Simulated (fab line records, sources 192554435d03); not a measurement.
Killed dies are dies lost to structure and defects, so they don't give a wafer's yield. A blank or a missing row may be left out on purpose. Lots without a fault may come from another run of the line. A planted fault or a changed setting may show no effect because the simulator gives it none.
One fault seen from 2 desks | flow n5_finfet | each desk has only its own numbers; what lay behind them comes last

THE METROLOGY DESK
What the gauges read, lot by lot, whatever tool the lot ran on: means of the sampled wafers that have a number. A lot is out of limits, marked OUT, if its mean lies more than 4 standard deviations from the usual mean; the brackets give that distance. Of its 10 readings 7 are shown: those that lie furthest out on some lot.
Columns: A = DIBL_N at N5_BEOL_M4_RC_MEAS_101, usual 36.3 mV/V; B = DIBL_P at N5_BEOL_M4_RC_MEAS_101, usual 36.7 mV/V; C = IOFF_N at N5_BEOL_M4_RC_MEAS_101, usual 0.164 nA/um; D = IOFF_P at N5_BEOL_M4_RC_MEAS_101, usual 0.214 nA/um; E = SS_N at N5_BEOL_M4_RC_MEAS_101, usual 71.6 mV/dec; F = SS_P at N5_BEOL_M4_RC_MEAS_101, usual 73.3 mV/dec; G = VT_P at N5_BEOL_M4_RC_MEAS_101, usual -250.0 mV
lot  | first seen here | A    | B    | C     | D     | E    | F    | G
L528 | day 7 14:14     | 35.3 | 35.3 | 0.148 | 0.190 | 71.6 | 72.9 | -250.8
L537 | day 10 16:23    | 37.0 | 38.0 | 0.172 | 0.245 | 71.9 | 73.6 | -247.6
L540 | day 11 07:45    | 38.0 | 36.7 | 0.176 | 0.217 | 71.8 | 74.0 | -251.4
L547 | day 12 22:47    | 35.3 | 35.6 | 0.170 | 0.210 | 71.6 | 73.4 | -250.1
This desk's finding: nothing out of limits on any of the 4 lots.

THE TOOL OWNER'S DESK: litho_track-01
The tool's own readings at N5_BEOL_M4_COAT_68 (time 60 s, resist thk 12 nm): means of the sampled wafers that have a number, for each lot that ran on this tool. A lot is out of limits, marked OUT, if its mean lies more than 4 standard deviations from the usual mean; the brackets give that distance.
Columns: A = spin_speed_rpm at N5_BEOL_M4_COAT_68, usual 1500.0 rpm
lot  | first seen here | A
L528 | day 7 03:35     | 1499.7
L537 | day 10 09:26    | 1546.7 (+47) OUT
L540 | day 10 17:33    | 1547.3 (+47) OUT
This desk's finding: out of limits on L537, L540; first on L537, day 10 09:26 (spin_speed_rpm at N5_BEOL_M4_COAT_68). In limits: L528.

PUT TOGETHER
The tool owner's desk could have raised an alarm at day 10 09:26, on L537, L540.
The metrology desk saw nothing out of limits.
The metrology desk has L537, L540 on record, within its limits.
Of the lots named, all ran N5_BEOL_M4_COAT_68 on litho_track-01.

WHAT THE SIMULATOR HAD PUT IN
Process parameter drift: litho_track-01, from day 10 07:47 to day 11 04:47, at N5_BEOL_M4_COAT_68. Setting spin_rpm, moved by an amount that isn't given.
Lots struck among those shown: L537, L540.
Hours from the fault's start to each desk's first reading out of limits: the tool owner's desk, 2.
